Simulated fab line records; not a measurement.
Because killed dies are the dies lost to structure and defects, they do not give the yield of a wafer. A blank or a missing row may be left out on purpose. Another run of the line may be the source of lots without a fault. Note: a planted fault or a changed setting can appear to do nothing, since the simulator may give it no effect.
What tool caused it? ; flow nand_harc ; 42 wafers from 14 lots sampled at 4 of the route's 1302 steps

## WHAT EACH GAUGE READ, for each wafer
Not one reading of a measure or inspect step in the record can be checked against a usual standard deviation.

## WHAT TOOL EACH LOT RAN ON (gives the tool, then ch and the chambers of the sampled wafers, and finally the start)
lot;NHARC_P_M1_ETCH_35;NHARC_P_M1_ETCH_28;NHARC_P_M1_PVD_20;NHARC_P_M1_DEP_33
L749;rie_diel-12 ch 1,2,3, day 6 13:52;rie_diel-12 ch 1,2,3, day 6 16:35 or earlier;pvd_sputter-01, day 6 16:35 or earlier;pecvd-03 ch 0,1,2, day 6 16:35
L750;rie_diel-03 ch 0,1, day 6 16:25;rie_diel-02 ch 0,1,2, day 6 19:07 or earlier;pvd_sputter-01, day 6 19:07 or earlier;pecvd-04 ch 1,2, day 6 19:07
L752;rie_diel-02 ch 0,3, day 7 19:01;rie_diel-12 ch 0,2,3, day 7 21:40 or earlier;pvd_sputter-02, day 7 21:40 or earlier;pecvd-04 ch 0,1, day 7 21:40
L754;rie_diel-03 ch 0,1,3, day 8 09:56;rie_diel-02 ch 0,1,3, day 8 12:39 or earlier;pvd_sputter-02, day 8 12:39 or earlier;pecvd-01 ch 0,2, day 8 12:39
L764;rie_diel-02 ch 0,1,3, day 12 05:58;rie_diel-02 ch 2,3, day 12 08:35 or earlier;pvd_sputter-03, day 12 08:35 or earlier;pecvd-01 ch 0,2, day 12 08:35
L763;rie_diel-02 ch 0,2, day 12 07:05;rie_diel-02 ch 0,1,2, day 12 09:44 or earlier;pvd_sputter-01, day 12 09:44 or earlier;pecvd-01 ch 0,1,2, day 12 09:44
L765;rie_diel-02 ch 1,2,3, day 13 02:13;rie_diel-02 ch 0,1,2, day 13 04:53 or earlier;pvd_sputter-03, day 13 04:53 or earlier;pecvd-03 ch 0,1,2, day 13 04:53
L766;rie_diel-02 ch 0,2,3, day 13 09:17;rie_diel-12 ch 0,1,3, day 13 12:00 or earlier;pvd_sputter-03, day 13 12:00 or earlier;pecvd-03 ch 0,1,2, day 13 12:00
L767;rie_diel-12 ch 2,3, day 13 16:10;rie_diel-02 ch 0,1,2, day 13 18:52 or earlier;pvd_sputter-03, day 13 18:52 or earlier;pecvd-03 ch 0,1,2, day 13 18:52
L768;rie_diel-02 ch 0,1,2, day 14 02:51;rie_diel-02 ch 2,3, day 14 05:31 or earlier;pvd_sputter-02, day 14 05:31 or earlier;pecvd-04 ch 1,2, day 14 05:31
L769;rie_diel-02 ch 0,1,2, day 14 20:47;rie_diel-12 ch 0,1,2, day 14 23:27 or earlier;pvd_sputter-01, day 14 23:27 or earlier;pecvd-04 ch 0,1,2, day 14 23:27
L770;rie_diel-02 ch 0,1,2, day 14 21:59;rie_diel-12 ch 0,1,3, day 15 00:37 or earlier;pvd_sputter-03, day 15 00:37 or earlier;pecvd-03 ch 0,1,2, day 15 00:37
L771;rie_diel-12 ch 0,1,2, day 15 08:17;rie_diel-12 ch 0,2,3, day 15 10:54 or earlier;pvd_sputter-01, day 15 10:54 or earlier;pecvd-01 ch 0,1,2, day 15 10:54
L772;rie_diel-12 ch 2,3, day 16 03:21;rie_diel-02 ch 0,2,3, day 16 05:58 or earlier;pvd_sputter-03, day 16 05:58 or earlier;pecvd-03 ch 0,2, day 16 05:58
- NHARC_P_M1_ETCH_35: etches the open film in N2/H2, target depth 40 nm, overetch 12 nm, time 43.94 s.
- NHARC_P_M1_ETCH_28: etches the open film in CF4/N2, target depth 30 nm, time 72.99 s.
- NHARC_P_M1_PVD_20: deposits TaN, target thk 5 nm, time 8.06 s.
- NHARC_P_M1_DEP_33: deposits SiCN, target thk 30 nm.

## AS READ BY THE TOOLS THEMSELVES (means over the sampled wafers that have a number; for cases with no such wafer, the mark the record gives instead)
NHARC_P_M1_ETCH_35.
lot;tool;drypump_motor_current_A (A);oes_product_au (a.u.);rf_vpp_V (V);showerhead_plenum_p_Torr (Torr);throttle_valve_pct (%)
L749;rie_diel-12;6.0;0.995;431.7;2.08;14.174
L750;rie_diel-03;5.6;1.014;433.9;2.15;14.176
L752;rie_diel-02;6.1;0.992;429.2;1.99;14.167
L754;rie_diel-03;5.7;1.006;431.8;2.11;14.178
L764;rie_diel-02;5.9;1.005;428.1;1.97;14.174
L763;rie_diel-02;6.0;1.001;428.9;1.99;14.172
L765;rie_diel-02;5.7;1.011;429.4;1.99;14.178
L766;rie_diel-02;5.9;1.002;429.3;2.00;14.185
L767;rie_diel-12;5.8;0.989;431.5;2.03;14.168
L768;rie_diel-02;6.0;1.006;428.6;1.96;14.174
L769;rie_diel-02;6.0;1.013;427.7;1.96;14.166
L770;rie_diel-02;6.0;1.005;429.4;1.96;14.165
L771;rie_diel-12;6.3;0.996;430.8;2.06;14.165
L772;rie_diel-12;5.8;0.995;431.3;2.03;14.165

NHARC_P_M1_ETCH_28.
lot;tool;drypump_motor_current_A (A);oes_product_au (a.u.);rf_vpp_V (V);showerhead_plenum_p_Torr (Torr);throttle_valve_pct (%)
L749;rie_diel-12;6.0;0.991;315.3;2.67;19.788
L750;rie_diel-02;6.1;1.002;312.2;2.53;19.790
L752;rie_diel-12;6.2;0.992;314.4;2.60;19.790
L754;rie_diel-02;6.0;1.009;313.1;2.54;19.798
L764;rie_diel-02;5.5;1.000;314.8;2.62;19.797
L763;rie_diel-02;6.0;1.005;312.1;2.53;19.792
L765;rie_diel-02;6.0;1.005;312.8;2.53;19.794
L766;rie_diel-12;6.4;0.990;314.1;2.64;19.791
L767;rie_diel-02;6.0;1.007;312.3;2.53;19.792
L768;rie_diel-02;5.6;1.009;315.3;2.60;19.799
L769;rie_diel-12;6.3;0.993;314.4;2.65;19.793
L770;rie_diel-12;6.4;0.987;313.0;2.64;19.796
L771;rie_diel-12;6.1;0.980;313.2;2.59;19.792
L772;rie_diel-02;5.9;0.992;313.2;2.58;19.802

NHARC_P_M1_PVD_20.
lot;tool;throttle_valve_pct (%)
L749;pvd_sputter-01;30.6
L750;pvd_sputter-01;30.2
L752;pvd_sputter-02;30.7
L754;pvd_sputter-02;30.5
L764;pvd_sputter-03;30.6
L763;pvd_sputter-01;30.3
L765;pvd_sputter-03;31.0
L766;pvd_sputter-03;30.4
L767;pvd_sputter-03;30.6
L768;pvd_sputter-02;30.3
L769;pvd_sputter-01;29.9
L770;pvd_sputter-03;30.3
L771;pvd_sputter-01;29.7
L772;pvd_sputter-03;29.9

NHARC_P_M1_DEP_33.
lot;tool;chamber_pressure_Torr (Torr);heater_power_outer_w (W);heater_power_w (W);showerhead_vpp_V (V)
L749;pecvd-03;2.999;344;590;1309
L750;pecvd-04;3.008;299;522;1315
L752;pecvd-04;-;-;-;-
L754;pecvd-01;-;-;-;-
L764;pecvd-01;2.993;362;599;1295
L763;pecvd-01;2.994;340;586;1296
L765;pecvd-03;2.994;328;580;1305
L766;pecvd-03;3.003;349;605;1301
L767;pecvd-03;2.995;302;555;1299
L768;pecvd-04;3.002;319;550;1318
L769;pecvd-04;3.005;346;599;1285
L770;pecvd-03;3.000;307;544;1305
L771;pecvd-01;2.999;294;524;1300
L772;pecvd-03;2.999;321;566;1338

## THE ANSWER, worked out from the rows above alone
Rule: the usual values come from the lots themselves. The widest of any qualifying gaps counts: lots, ordered by their means at a reading, are off when they make up no more than a third of the lots, leave a main group of 4 or more, and stand apart from it by 3 or more times the standard deviation of that group's means. If all means in a main group match to the digits the tables above print for the reading, that group is not used. A lot without any number at a reading at which 4 lots or more have one is off too. The other lots that the step has rows for count as sound. First the gauges in route order, then the tools' own readings, where a lot's mean is used as printed above. At the first step where some lot is off, the reading lying furthest off is the one used; lots without a number count as furthest.
Off at NHARC_P_M1_DEP_33 (chamber_pressure_Torr): L752, L754. Without a number there: L752, L754. For the main group the mean is 2.999 Torr and the standard deviation 0.0045.
A tool fits if, at that step or a process step before it, it ran every lot that is off, and no sound lot after the first of them. NHARC_P_M1_ETCH_28: start missing for some lots; hours and lot order therefore follow NHARC_P_M1_DEP_33. NHARC_P_M1_PVD_20: start missing for some lots; hours and lot order therefore follow NHARC_P_M1_DEP_33. None of those tried fits.

## WHAT THE SIMULATOR HAD INSERTED
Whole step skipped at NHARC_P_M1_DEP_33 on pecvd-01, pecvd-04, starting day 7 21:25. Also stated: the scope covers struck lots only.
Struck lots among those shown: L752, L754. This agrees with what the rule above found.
